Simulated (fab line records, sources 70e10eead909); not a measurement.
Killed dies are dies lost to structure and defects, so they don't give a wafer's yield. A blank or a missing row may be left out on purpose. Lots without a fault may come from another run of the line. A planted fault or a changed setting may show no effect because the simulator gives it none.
Chamber matching | flow nand_harc | NHARC_P_ZERO_WELL_ETCH_65 on rie_diel-11: 4 sister chambers
The step etches the open film in N2/H2, target depth 80 nm, overetch 24 nm, time 87.88 s. 8 wafers are shown with their chamber, then 7 later ones without.

WAFERS WITH THEIR CHAMBER
wafer  | chamber | drypump_motor_current_A (A) | rf_vpp_V (V)
L079.1 | 0       | 5.5                         | 427.4
L082.1 | 1       | 4.7                         | 432.2
L082.2 | 3       | 5.4                         | 428.5
L082.6 | 3       | 5.4                         | 430.2
L083.3 | 1       | 4.8                         | 434.6
L083.5 | 2       | 5.9                         | 431.7
L091.3 | 0       | 5.5                         | 427.5
L091.4 | 2       | 5.9                         | 432.1

WAFERS WITHOUT THEIR CHAMBER
wafer  | drypump_motor_current_A (A) | rf_vpp_V (V)
L091.5 | 5.5                         | 428.2
L093.1 | 5.9                         | 431.4
L093.3 | 4.7                         | 434.2
L093.5 | 5.4                         | 428.2
L095.1 | 5.5                         | 427.9
L095.3 | 4.8                         | 434.5
L095.5 | 5.9                         | 431.8

WHICH CHAMBER EACH WENT THROUGH
wafer  | from the rows above     | in truth
L091.5 | 0                       | 0
L093.1 | 2                       | 2
L093.3 | 1                       | 1
L093.5 | can't be placed: 3 or 0 | 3
L095.1 | 0                       | 0
L095.3 | 1                       | 1
L095.5 | 2                       | 2
Placed correctly: 6 of 7. Can't be placed from these rows: 1 (the true chamber is among the candidates in 1). Placed wrongly: 0.
How it was worked out, from the rows above alone: a wafer's distance from a chamber is the root of the sum, over the readings, of the square of ((its reading less the chamber's mean) divided by the reading's scatter). The wafer belongs to the nearest chamber; if the next one is less than 2 further off, it can't be placed. A chamber's mean is the mean of its shown wafers. The scatter: the root of (the sum of the squares of (reading less its chamber's mean) over the shown wafers, divided by (wafers less chambers)).
